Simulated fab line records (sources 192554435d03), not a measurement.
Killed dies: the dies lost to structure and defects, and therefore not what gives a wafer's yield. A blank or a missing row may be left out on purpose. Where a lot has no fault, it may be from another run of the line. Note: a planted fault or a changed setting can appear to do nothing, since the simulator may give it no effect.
fab line records	flow n5_finfet
[record] lots = 7	wafers = 21
route steps=1938 shown BEOL_M8@1362 BEOL_M10@1473
start_h: the number of hours between the record's first day and the start of the first shown wafer of the lot	wait_h: time in hours since the lot's previous step	" as in the row above	L1.1+2: one row covering several wafers at once	- no value, or no start was given	* or withheld: withheld	< > ~ a bound
route shown NAME@n: NAME is a module with steps in the file, n the number in the route of the first one	usual: mean and standard deviation over wafers with no fault	same: alike in all rows	chamber/n: place in a boat	sites: readings site by site	_std_site: the values' standard deviation	_edge_site: outer sites' mean less inner sites'	radius_mm: for every site, how far away it sits from the centre of the wafer	mask NAME#n: copy n	behind: the tool/chamber that last shaped the wafer	hold: why the lot was held/for how many hours/how that ended	device: transistor that didn't switch, given as n, p or np	end of line: tests run on the same wafers once the route is complete	where a step has no rows: the recipe by itself	killed: at the first sort, the dies lost to defects and structure; wafer yield is something else	map: the dies of a wafer, with x for killed, . for not killed, _ for no die there
set.NAME: setting as actually run; set.NAME@STEP: the setting as run at that earlier step	model.NAME: the simulator's own value behind a step, which no gauge read
one table per step and one row per wafer, for lots whose settings were changed on purpose
[[steps]]
[step N5_BEOL_M8_EXPOSE_25]
[recipe] mask_id = V7	na = 0.33	source_shape = annular	sigma_inner = 0.4	sigma_outer = 0.8	polarization = unpolarized	target_cd_nm = 40	dose_mj = 42.5
lot.wafer	tool	chamber	start_h	wait_h	mask	set.dose_mj
L079.3+6	euv_scanner-01	0	245.58	-	V7#0	42.5
L079.4	"	0	"	"	V7#0	43.88
L085.1+4	euv_scanner-01	0	281.42	-	V7#0	45.19
L085.5	"	0	"	"	V7#0	42.5
L089.3+6	euv_scanner-02	0	288.55	-	V7#0	42.5
L089.5	"	0	"	"	V7#0	41.24
L087.2+3+5	euv_scanner-02	0	290.49	-	V7#0	42.5
L090.2+5	euv_scanner-02	0	304.51	-	V7#0	44.79
L090.6	"	0	"	"	V7#0	42.5
L094.1+4	euv_scanner-02	0	317.78	-	V7#0	40.75
L094.6	"	0	"	"	V7#0	42.5
L097.2+3	euv_scanner-02	0	340.76	-	V7#0	42.5
L097.6	"	0	"	"	V7#0	44.47
[step N5_BEOL_M8_PEB_26]
[recipe] peb_temp_c = 100	peb_time_s = 60	resist = CAR-EUV
[step N5_BEOL_M8_DEVELOP_27]
[recipe] develop_time_s = 30	developer = TMAH	resist = CAR-EUV	rinse_liquid = surfactant_rinse	dry = air_spin	dev_temp_c = 23
lot.wafer	tool	chamber	start_h	wait_h	set.spin_rpm@BEOL_M8_COAT_22	model.CAR-EUV_of_BEOL_M8_COAT_22.thk_nm
L079.3	litho_track-01	0	-	-	1500	29.4
L079.4+6	"	0	"	"	1597	28.6
L085.1+5	litho_track-02	0	-	-	1500	29.8
L085.4	"	0	"	"	1500	29.6
L089.3	litho_track-01	0	-	-	1500	29.6
L089.5+6	"	0	"	"	1363	31
L087.2+3	litho_track-01	0	-	-	1500	29.6
L087.5	"	0	"	"	1500	29.8
L090.2+6	litho_track-04	0	-	-	1403	30.6
L090.5	"	0	"	"	1500	29.6
L094.1	litho_track-01	0	-	-	1371	31
L094.4+6	"	0	"	"	1500	29.6
L097.2	litho_track-04	0	-	-	1500	29.6
L097.3+6	"	0	"	"	1667	28
[step N5_BEOL_M8_CD_MEAS_28]
[recipe] target_cd_nm = 40	landing_energy_ev = 500	detector = se_inlens
[usual] cd_nm = 39.98/0.23
lot.wafer	tool	chamber	start_h	wait_h	set.dose_mj@BEOL_M8_EXPOSE_25	cd_nm
L079.3	cd_sem-03	0	245.70	-	42.5	40.26
L079.4	"	0	"	"	43.88	40.79
L079.6	"	0	"	"	42.5	40.14
L085.1	cd_sem-03	0	281.55	-	45.19	41.53
L085.4	"	0	"	"	45.19	40.90
L085.5	"	0	"	"	42.5	40.38
L089.3	cd_sem-02	0	288.67	-	42.5	39.76
L089.5	"	0	"	"	41.24	38.94
L089.6	"	0	"	"	42.5	39.74
L087.2	cd_sem-03	0	290.62	-	42.5	40.05
L087.3	"	0	"	"	42.5	40.41
L087.5	"	0	"	"	42.5	40.37
L090.2	cd_sem-03	0	304.64	-	44.79	40.93
L090.5	"	0	"	"	44.79	40.90
L090.6	"	0	"	"	42.5	40.40
L094.1	cd_sem-01	0	317.91	-	40.75	38.96
L094.4	"	0	"	"	40.75	39.10
L094.6	"	0	"	"	42.5	40.19
L097.2	cd_sem-03	0	340.89	-	42.5	39.77
L097.3	"	0	"	"	42.5	39.81
L097.6	"	0	"	"	44.47	41.26
[step N5_BEOL_M8_DESCUM_33]
[recipe] chemistry = O2	time_s = 7	source_power_w = 50	bias_power_w = 20	pressure_mtorr = 20	rf_frequency_hz = 2.712e+07	temp_c = 40	resist = CAR-EUV	o2_flow_sccm = 225
lot.wafer	tool	chamber	start_h	wait_h	set.spin_rpm@BEOL_M8_COAT_22	set.dose_mj@BEOL_M8_EXPOSE_25	model.BEOL_M8.cd_nm	model.CAR-EUV_of_BEOL_M8_COAT_22.thk_nm
L079.3	rie_diel-05	0	246.04	0.3	1500	42.5	40.2	26
L079.4	"	3	"	"	1597	43.88	40.8	25.2
L079.6	"	2	"	"	1597	42.5	40.2	25.2
L085.1	rie_diel-04	0	281.68	0.0	1500	45.19	41.2	26.4
L085.4	"	1	"	"	1500	45.19	41.2	26.2
L085.5	"	3	"	"	1500	42.5	39.8	26.2
L089.3	rie_diel-05	3	288.84	0.1	1500	42.5	39.8	26
L089.5	"	1	"	"	1363	41.24	39.2	27.6
L089.6	"	2	"	"	1363	42.5	39.8	27.6
L087.2	rie_diel-04	1	290.74	0.0	1500	42.5	40	26.2
L087.3	"	2	"	"	1500	42.5	40.2	26.2
L087.5	"	1	"	"	1500	42.5	39.8	26.2
L090.2	rie_diel-04	3	304.76	0.0	1403	44.79	41	27
L090.5	"	0	"	"	1500	44.79	41	26
L090.6	"	2	"	"	1403	42.5	40.2	27
L094.1	rie_diel-03	0	318.15	0.1	1371	40.75	39.2	27.6
L094.4	"	2	"	"	1500	40.75	39.2	26
L094.6	"	1	"	"	1500	42.5	40.2	26.2
L097.2	rie_diel-03	1	341.01	0.0	1500	42.5	40	26.2
L097.3	"	3	"	"	1667	42.5	40	24.6
L097.6	"	1	"	"	1667	44.47	41	24.6
[step N5_BEOL_M8_ETCH_72]
[recipe] chemistry = N2/H2	target = underlayer	target_depth_a = 65	mask_material = CAR-EUV	time_s = 5.2	ion_energy_ev = 200	pressure_mtorr = 30	source_w = 840	bias_w = 150	n2_flow_sccm = 200	h2_flow_sccm = 200	ends = cleared
lot.wafer	tool	chamber	start_h	wait_h	set.dose_mj@BEOL_M8_EXPOSE_25	model.BEOL_M8.cd_nm
L079.3+6	rie_diel-05	0,2	246.07	0.0	42.5	40.2
L079.4	"	3	"	"	43.88	40.8
L085.1+4	rie_diel-04	0,1	281.72	0.0	45.19	41.2
L085.5	"	3	"	"	42.5	40
L089.3	rie_diel-05	3	288.87	0.0	42.5	39.8
L089.5	"	1	"	"	41.24	39.2
L089.6	"	2	"	"	42.5	40
L087.2+5	rie_diel-04	1	290.77	0.0	42.5	40
L087.3	"	2	"	"	42.5	40.2
L090.2	rie_diel-04	3	304.79	0.0	44.79	41
L090.5	"	0	"	"	44.79	40.8
L090.6	"	2	"	"	42.5	40.2
L094.1	rie_diel-03	0	318.18	0.0	40.75	39.2
L094.4	"	2	"	"	40.75	39
L094.6	"	1	"	"	42.5	40.2
L097.2+3	rie_diel-03	1,3	341.05	0.0	42.5	40
L097.6	"	1	"	"	44.47	41
[step N5_BEOL_M8_ETCH_65]
[recipe] chemistry = CF4	target = SiARC	target_depth_a = 156	mask_material = CAR-EUV	time_s = 26	ion_energy_ev = 80	pressure_mtorr = 40	source_w = 545	bias_w = 36	Ar_flow_sccm = 100	cf4_flow_sccm = 100	ends = cleared
[step N5_BEOL_M8_ETCH_66]
[recipe] chemistry = N2/H2	target = SOC	target_depth_a = 800	overetch_a = 160	mask_material = SiARC	temp_c = 40	time_s = 120	ion_energy_ev = 200	pressure_mtorr = 30	source_w = 840	bias_w = 150	n2_flow_sccm = 200	h2_flow_sccm = 200
lot.wafer	tool	chamber	start_h	wait_h	set.dose_mj@BEOL_M8_EXPOSE_25	model.BEOL_M8.cd_nm
L079.3+6	rie_diel-05	0,2	246.12	0.0	42.5	40.4
L079.4	"	3	"	"	43.88	40.8
L085.1+4	rie_diel-04	0,1	281.76	0.0	45.19	41.4
L085.5	"	3	"	"	42.5	40
L089.3	rie_diel-05	3	288.92	0.0	42.5	40
L089.5	"	1	"	"	41.24	39
L089.6	"	2	"	"	42.5	40.2
L087.2+5	rie_diel-04	1	290.82	0.0	42.5	40.2
L087.3	"	2	"	"	42.5	40.4
L090.2	rie_diel-04	3	304.84	0.0	44.79	41.2
L090.5	"	0	"	"	44.79	41
L090.6	"	2	"	"	42.5	40
L094.1+4	rie_diel-03	0,2	318.23	0.0	40.75	39
L094.6	"	1	"	"	42.5	40
L097.2+3	rie_diel-03	1,3	341.09	0.0	42.5	40
L097.6	"	1	"	"	44.47	41
[step N5_BEOL_M8_STRIP_69]
[recipe] chemistry = N2/H2	temp_c = 40	n2_flow_sccm = 200	h2_flow_sccm = 200	rf_frequency_hz = 6e+07
[step N5_BEOL_M8_STRIP_73]
[recipe] chemistry = N2/H2	temp_c = 40	n2_flow_sccm = 200	h2_flow_sccm = 200	rf_frequency_hz = 6e+07
[step N5_BEOL_M8_VIA_ETCH_34]
[recipe] chemistry = C4F6/O2	target = SiCOH_lowk	target_depth_a = 1255	mask_material = SOC	taper_deg = 4	time_s = 50.5	ion_energy_ev = 250	pressure_mtorr = 30	source_w = 345	bias_w = 185	Ar_flow_sccm = 300	C4F6_flow_sccm = 10	O2_flow_sccm = 10
lot.wafer	tool	chamber	start_h	wait_h	set.dose_mj@BEOL_M8_EXPOSE_25	model.BEOL_M8.cd_nm
L079.3	rie_diel-05	0	246.22	0.0	42.5	40.4
L079.4	"	3	"	"	43.88	41
L079.6	"	2	"	"	42.5	40.6
L085.1	rie_diel-04	0	281.86	0.0	45.19	41.2
L085.4	"	1	"	"	45.19	41.4
L085.5	"	3	"	"	42.5	40.2
L089.3	rie_diel-05	3	289.02	0.0	42.5	39.8
L089.5	"	1	"	"	41.24	39
L089.6	"	2	"	"	42.5	40
L087.2	rie_diel-04	1	290.92	0.0	42.5	40.2
L087.3+5	"	2,1	"	"	42.5	40.4
L090.2	rie_diel-04	3	304.94	0.0	44.79	41.2
L090.5	"	0	"	"	44.79	41
L090.6	"	2	"	"	42.5	40
L094.1	rie_diel-03	0	318.33	0.0	40.75	39.2
L094.4	"	2	"	"	40.75	39
L094.6	"	1	"	"	42.5	40.2
L097.2	rie_diel-03	1	341.19	0.0	42.5	40.2
L097.3	"	3	"	"	42.5	40
L097.6	"	1	"	"	44.47	41.2
[step N5_BEOL_M8_TRENCH_ETCH_37]
[recipe] chemistry = C4F6/O2	target_depth_a = 934.78	target = SiCOH_lowk	time_s = 31.2	ion_energy_ev = 250	pressure_mtorr = 30	source_w = 345	bias_w = 185	Ar_flow_sccm = 300	C4F6_flow_sccm = 10	O2_flow_sccm = 10
lot.wafer	tool	chamber	start_h	wait_h	set.time_s	model.etch.depth_nm	model.BEOL_M8.feature_depth_nm	model.TiN_of_BEOL_M8_HM_DEP_02.thk_nm
L079.3	rie_diel-05	0	-	-	24.4	73.26	73.2	18.2
L079.4	"	3	"	"	24.4	72.02	72	18
L079.6	"	2	"	"	31.2	93.45	93.4	17.4
L085.1	rie_diel-04	0	-	-	31.2	94.22	94.2	17.2
L085.4	"	1	"	"	31.2	93.46	93.4	17
L085.5	"	3	"	"	31.2	94.35	94.4	17
L089.3	rie_diel-05	3	-	-	31.2	91.9	92	17.4
L089.5	"	1	"	"	35.7	106.6	106.6	17
L089.6	"	2	"	"	35.7	106.3	106.2	16.8
L087.2	rie_diel-04	1	-	-	31.2	93.54	93.6	17.4
L087.3	"	2	"	"	31.2	93.43	93.4	17.6
L087.5	"	1	"	"	31.2	93.11	93.2	17.4
L090.2	rie_diel-04	3	-	-	31.2	95.13	95.2	17.2
L090.5	"	0	"	"	26.08	78.98	79	17.8
L090.6	"	2	"	"	26.08	78.71	78.8	17.8
L094.1	rie_diel-03	0	-	-	34.1	102.7	102.8	17.2
L094.4	"	2	"	"	31.2	94.59	94.6	17.2
L094.6	"	1	"	"	34.1	102	102	17.2
L097.2	rie_diel-03	1	-	-	31.2	93.82	93.8	17.4
L097.3	"	3	"	"	28.24	83.98	84	17.8
L097.6	"	1	"	"	28.24	84.73	84.8	17.6
[step N5_BEOL_M8_ETCH_41]
[recipe] chemistry = CH3F/O2	target = SiCN	target_depth_a = 319	taper_deg = 2	time_s = 57.8	ion_energy_ev = 120	mask_material = TiN	pressure_mtorr = 30	source_w = 395	bias_w = 75	Ar_flow_sccm = 150	CH3F_flow_sccm = 30	O2_flow_sccm = 20
[step N5_BEOL_M8_STRIP_80]
[recipe] chemistry = N2/H2	time_s = 10	power_w = 450	temp_c = 40	pressure_mtorr = 20	rf_frequency_hz = 6e+07	bias_power_w = 7	n2_flow_sccm = 200	h2_flow_sccm = 200
[step N5_BEOL_M8_OCD_MEAS_38]
[usual] trench_depth_nm = 93.7/0.99
lot.wafer	tool	chamber	start_h	wait_h	set.time_s@BEOL_M8_TRENCH_ETCH_37	trench_depth_nm
L079.3	ocd-01	-	246.47	-	24.4	73.3
L079.4	"	-	"	"	24.4	72.2
L079.6	"	-	"	"	31.2	93.4
L085.1	ocd-01	-	282.11	-	31.2	94.2
L085.4	"	-	"	"	31.2	93.4
L085.5	"	-	"	"	31.2	94.9
L089.3	ocd-01	-	289.27	-	31.2	91.5
L089.5	"	-	"	"	35.7	106.7
L089.6	"	-	"	"	35.7	106.2
L087.2	ocd-01	-	291.17	-	31.2	93.7
L087.3	"	-	"	"	31.2	94.1
L087.5	"	-	"	"	31.2	94.0
L090.2	ocd-02	-	305.19	-	31.2	95.5
L090.5	"	-	"	"	26.08	78.8
L090.6	"	-	"	"	26.08	78.7
L094.1	ocd-02	-	318.57	-	34.1	102.6
L094.4	"	-	"	"	31.2	95.1
L094.6	"	-	"	"	34.1	102.1
L097.2	ocd-01	-	341.44	-	31.2	93.5
L097.3	"	-	"	"	28.24	83.8
L097.6	"	-	"	"	28.24	85.1
[step N5_BEOL_M8_CURE_75]
[recipe] temp_c = 370	time_s = 120	ambient = DMADMS/He	material = SiCOH_lowk
[usual] lamp_power_pct = 52.31/0.056
lot.wafer	tool	chamber	start_h	wait_h	set.time_s	lamp_power_pct
L079.3	uv_cure-02	1	246.77	0.1	135.2	51.62
L079.4	"	1	"	"	120	52.34
L079.6	"	1	"	"	135.2	51.61
L085.1	uv_cure-02	1	282.31	0.0	120	52.31
L085.4	"	1	"	"	129.3	51.83
L085.5	"	1	"	"	120	52.22
L089.3	uv_cure-02	2	289.57	0.1	120	52.26
L089.5	"	2	"	"	120	52.22
L089.6	"	2	"	"	120	52.25
L087.2	uv_cure-02	2	291.42	0.1	120	52.25
L087.3	"	2	"	"	120	52.29
L087.5	"	2	"	"	120	52.38
L090.2	uv_cure-02	0	305.43	0.1	120	52.21
L090.5	"	0	"	"	93.45	52.34
L090.6	"	0	"	"	93.45	52.29
L094.1	uv_cure-01	1	318.77	0.0	146.6	51.14
L094.4	"	1	"	"	120	52.35
L094.6	"	1	"	"	120	52.33
L097.2	uv_cure-03	0	341.69	0.1	120	52.32
L097.3	"	0	"	"	120	52.28
L097.6	"	0	"	"	145.3	51.26
[step N5_BEOL_M8_DEGAS_44]
[recipe] ambient = vacuum	temp_c = 250	time_s = 60
[step N5_BEOL_M8_PRE_CLEAN_45]
[recipe] gas = H2/He	time_s = 30	temp_c = 250
[step N5_BEOL_M8_ECD_50]
[recipe] material = Cu	target_thk_a = 3000
[step N5_BEOL_M8_ANNEAL_51]
[recipe] temp_c = 225	time_s = 90	ambient = N2
[step N5_BEOL_M8_CMP_52]
[recipe] stop_on = SiCOH_lowk	t_overpolish_s = 6.9	down_force_psi = 1	platen_rpm = 50	clearing_platen_down_force_psi = 1.5	clearing_platen_rpm = 50	post_cmp_clean = cu_alkaline	target_thk_nm = 80	clearing_platen_pad_velocity_m_s = 0.99484	pad_velocity_m_s = 0.99484
lot.wafer	tool	chamber	start_h	wait_h	set.time_s@BEOL_M8_TRENCH_ETCH_37	model.Cu_of_BEOL_M8_ECD_50.thk_nm
L079.3	cmp-02	0	249.35	0.2	24.4	59.6
L079.4	"	1	"	"	24.4	58.4
L079.6	"	3	"	"	31.2	80
L085.4	cmp-01	1	286.06	0.1	31.2	79.6
L085.1	"	2	"	"	31.2	81.6
L085.5	"	2	"	"	31.2	81.8
L089.3	cmp-01	0	292.73	0.2	31.2	80.8
L089.6	"	0	"	"	35.7	94
L089.5	"	1	"	"	35.7	94.8
L087.2+3	cmp-03	0,3	293.79	0.2	31.2	80
L087.5	"	1	"	"	31.2	78.4
L090.2	cmp-03	2	307.39	0.2	31.2	80
L090.5	"	1	"	"	26.08	66
L090.6	"	2	"	"	26.08	64.4
L094.4	cmp-01	0	320.88	0.1	31.2	83
L094.1	"	1	"	"	34.1	89.6
L094.6	"	0	"	"	34.1	89
L097.3+6	cmp-01	3	345.24	0.2	28.24	73.2
L097.2	"	0	"	"	31.2	80.6
[step N5_BEOL_M8_THK_MEAS_53]
[recipe] thk_meas_gauge = xrf	reads = Cu_of_BEOL_M8_ECD_50
[usual] M8_THK = 80.5/1.4
lot.wafer	tool	chamber	start_h	wait_h	set.time_s@BEOL_M8_TRENCH_ETCH_37	M8_THK[nm]
L079.3	film_metro-01	-	249.61	-	24.4	59.6
L079.4	"	-	"	"	24.4	58.7
L079.6	"	-	"	"	31.2	80.3
L085.1	film_metro-02	-	286.35	-	31.2	81.5
L085.4	"	-	"	"	31.2	79.6
L085.5	"	-	"	"	31.2	81.3
L089.3	film_metro-01	-	293.03	-	31.2	80.9
L089.5	"	-	"	"	35.7	95.0
L089.6	"	-	"	"	35.7	94.0
L087.2	film_metro-02	-	294.09	-	31.2	80.6
L087.3	"	-	"	"	31.2	80.3
L087.5	"	-	"	"	31.2	78.6
L090.2	film_metro-01	-	307.65	-	31.2	79.6
L090.5	"	-	"	"	26.08	66.1
L090.6	"	-	"	"	26.08	64.0
L094.1	film_metro-02	-	321.17	-	34.1	90.3
L094.4	"	-	"	"	31.2	83.8
L094.6	"	-	"	"	34.1	89.6
L097.2	film_metro-01	-	345.50	-	31.2	80.6
L097.3	"	-	"	"	28.24	73.0
L097.6	"	-	"	"	28.24	73.2
[step N5_BEOL_M8_PRE_CLEAN_55]
[recipe] gas = NH3	time_s = 15	temp_c = withheld	rf_power_w = 300
[step N5_BEOL_M8_DEP_56]
[recipe] material = SiCN	target_thk_a = 100	temp_c = withheld	precursor = 3MS/NH3	pressure_torr = 3	rf_w = 202	time_s = 17.5
[step N5_BEOL_M8_RS_MEAS_57]
[recipe] thk_meas_gauge = four-point-probe	reads = Cu_of_BEOL_M8_ECD_50+Co_of_BEOL_M8_CVD_78+TaN_of_BEOL_M8_ALD_77
[usual] M8_RS = 0.283/0.0054
lot.wafer	tool	chamber	start_h	wait_h	set.time_s@BEOL_M8_TRENCH_ETCH_37	M8_RS[ohm/sq]
L079.3	film_metro-02	-	249.74	0.1	24.4	0.406
L079.4	"	-	"	"	24.4	0.417
L079.6	"	-	"	"	31.2	0.286
L085.1	film_metro-01	-	286.48	0.1	31.2	0.280
L085.4	"	-	"	"	31.2	0.288
L085.5	"	-	"	"	31.2	0.279
L089.3	film_metro-02	-	293.16	0.1	31.2	0.281
L089.5	"	-	"	"	35.7	0.235
L089.6	"	-	"	"	35.7	0.237
L087.2	film_metro-02	-	294.22	0.1	31.2	0.285
L087.3	"	-	"	"	31.2	0.286
L087.5	"	-	"	"	31.2	0.293
L090.2	film_metro-01	-	307.78	0.1	31.2	0.286
L090.5	"	-	"	"	26.08	0.360
L090.6	"	-	"	"	26.08	0.370
L094.1	film_metro-02	-	321.30	0.1	34.1	0.251
L094.4	"	-	"	"	31.2	0.274
L094.6	"	-	"	"	34.1	0.252
L097.2	film_metro-02	-	345.63	0.1	31.2	0.283
L097.3	"	-	"	"	28.24	0.317
L097.6	"	-	"	"	28.24	0.318
[step N5_BEOL_M10_PECVD_70]
[recipe] material = SiO2	target_thk_a = 200	temp_c = 400	precursor = TEOS/O2	pressure_torr = 5.5	rf_w = 450	teos_flow_sccm = 53.8	gas = O2	flow_sccm = 3000	time_s = 22.7
lot.wafer	tool	chamber	start_h	wait_h	set.time_s	model.SiO2_of_BEOL_M10_PECVD_70.thk_nm
L079.3+4+6	pecvd-02	1,1,0	256.94	0.0	22.7	20.2
L085.1+4	pecvd-02	1,0	294.99	0.0	22.7	20.4
L085.5	"	1	"	"	22.7	20.8
L089.3	pecvd-03	2	300.50	0.0	22.7	19.8
L089.5	"	0	"	"	22.7	20.4
L089.6	"	2	"	"	25.78	22.8
L087.2+3	pecvd-01	1,2	300.75	0.0	22.7	19.8
L087.5	"	1	"	"	22.7	20.2
L090.2	pecvd-03	1	315.89	0.0	22.7	20.2
L090.5	"	2	"	"	23.95	21.4
L090.6	"	0	"	"	22.7	20.4
L094.1+4	pecvd-03	0,1	328.50	0.0	24.26	21.6
L094.6	"	2	"	"	24.26	21.8
L097.2	pecvd-02	0	353.48	0.0	24.81	21.4
L097.3	"	2	"	"	22.7	19.8
L097.6	"	1	"	"	24.81	22
[step N5_BEOL_M10_COAT_05]
[recipe] resist = CAR-ArF	spin_rpm = 1500	resist_thk_nm = 90
lot.wafer	tool	chamber	start_h	wait_h	set.spin_rpm	model.CAR-ArF_of_BEOL_M10_COAT_05.thk_nm
L079.3+4+6	litho_track-05	0	-	-	1500	90
L085.1	litho_track-04	0	-	-	1500	90.4
L085.4+5	"	0	"	"	1500	90.2
L089.3+6	litho_track-01	0	-	-	1500	90
L089.5	"	0	"	"	1500	90.2
L087.2+5	litho_track-05	0	-	-	1500	89.6
L087.3	"	0	"	"	1500	90
L090.2+5	litho_track-01	0	-	-	1500	90
L090.6	"	0	"	"	1346	95
L094.1	litho_track-04	0	-	-	1500	89.6
L094.4	"	0	"	"	1500	89.8
L094.6	"	0	"	"	1447	91.6
L097.2+6	litho_track-05	0	-	-	1630	86.4
L097.3	"	0	"	"	1630	86.2
[step N5_BEOL_M10_EBR_07]
[recipe] solvent = PGMEA	ebr_width_mm = 1.5
[step N5_BEOL_M10_SOFTBAKE_06]
[recipe] temp_c = 110	time_s = 60	resist = CAR-ArF
[step N5_BEOL_M10_EXPOSE_08]
[recipe] mask_id = M10	na = 1.35	source_shape = dipole	sigma_inner = 0.411	sigma_outer = 0.611	polarization = te	dose_mj = 53.75
[step N5_BEOL_M10_PEB_09]
[recipe] peb_temp_c = withheld	peb_time_s = 60	resist = CAR-ArF
[step N5_BEOL_M10_DEVELOP_10]
[recipe] develop_time_s = 30	developer = TMAH	resist = CAR-ArF	rinse_liquid = diw	dry = air_spin	dev_temp_c = 23
lot.wafer	tool	chamber	start_h	wait_h	set.spin_rpm@BEOL_M10_COAT_05	model.CAR-ArF_of_BEOL_M10_COAT_05.thk_nm
L079.3+4+6	litho_track-01	0	-	-	1500	88.2
L085.1+4+5	litho_track-01	0	-	-	1500	88.6
L089.3+6	litho_track-01	0	-	-	1500	88.2
L089.5	"	0	"	"	1500	88.4
L087.2+5	litho_track-04	0	-	-	1500	87.8
L087.3	"	0	"	"	1500	88.4
L090.2+5	litho_track-04	0	-	-	1500	88.4
L090.6	"	0	"	"	1346	93.2
L094.1	litho_track-05	0	-	-	1500	87.8
L094.4	"	0	"	"	1500	88
L094.6	"	0	"	"	1447	89.8
L097.2+6	litho_track-01	0	-	-	1630	84.8
L097.3	"	0	"	"	1630	84.6
[[key]]
[split] step = N5_BEOL_M8_EXPOSE_25	setting = dose_mj	stated = 42.5	by = wafer
[response] step = N5_BEOL_M8_CD_MEAS_28	reading = cd_nm	change = +0.189	per = 1%	r = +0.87
[response] step = N5_BEOL_M8_DESCUM_33	reading = model.BEOL_M8.cd_nm	change = +0.202	per = 1%	r = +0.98
[response] step = N5_BEOL_M8_ETCH_72	reading = model.BEOL_M8.cd_nm	change = +0.194	per = 1%	r = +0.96
[response] step = N5_BEOL_M8_ETCH_66	reading = model.BEOL_M8.cd_nm	change = +0.221	per = 1%	r = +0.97
[response] step = N5_BEOL_M8_VIA_ETCH_34	reading = model.BEOL_M8.cd_nm	change = +0.211	per = 1%	r = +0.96
[split] step = N5_BEOL_M8_TRENCH_ETCH_37	setting = time_s	stated = 31.2	by = wafer
[response] step = N5_BEOL_M8_TRENCH_ETCH_37	reading = model.etch.depth_nm	change = +0.968	per = 1%	r = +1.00
[response] step = N5_BEOL_M8_TRENCH_ETCH_37	reading = model.BEOL_M8.feature_depth_nm	change = +0.966	per = 1%	r = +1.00
[response] step = N5_BEOL_M8_TRENCH_ETCH_37	reading = model.TiN_of_BEOL_M8_HM_DEP_02.thk_nm	change = -0.0312	per = 1%	r = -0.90
[response] step = N5_BEOL_M8_OCD_MEAS_38	reading = trench_depth_nm	change = +0.969	per = 1%	r = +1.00
[response] step = N5_BEOL_M8_CMP_52	reading = model.Cu_of_BEOL_M8_ECD_50.thk_nm	change = +0.909	per = 1%	r = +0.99
[response] step = N5_BEOL_M8_THK_MEAS_53	reading = M8_THK	change = +0.906	per = 1%	r = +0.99
[response] step = N5_BEOL_M8_RS_MEAS_57	reading = M8_RS	change = -0.00463	per = 1%	r = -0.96
[split] step = N5_BEOL_M8_CURE_75	setting = time_s	stated = 120	by = wafer
[response] step = N5_BEOL_M8_CURE_75	reading = lamp_power_pct	change = *	per = 1%	r = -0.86
[split] step = N5_BEOL_M10_PECVD_70	setting = time_s	stated = 22.7	by = wafer
[response] step = N5_BEOL_M10_PECVD_70	reading = model.SiO2_of_BEOL_M10_PECVD_70.thk_nm	change = +0.201	per = 1%	r = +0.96
[split] step = N5_BEOL_M10_COAT_05	setting = spin_rpm	stated = 1500	by = wafer
[response] step = N5_BEOL_M10_COAT_05	reading = model.CAR-ArF_of_BEOL_M10_COAT_05.thk_nm	change = -0.492	per = 1%	r = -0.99
[response] step = N5_BEOL_M10_DEVELOP_10	reading = model.CAR-ArF_of_BEOL_M10_COAT_05.thk_nm	change = -0.475	per = 1%	r = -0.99
split outside_this_file step=N5_BEOL_M8_COAT_22 setting=spin_rpm
// split outside_this_file: this setting was split too, and the file shows its column; the key of that split is in another file
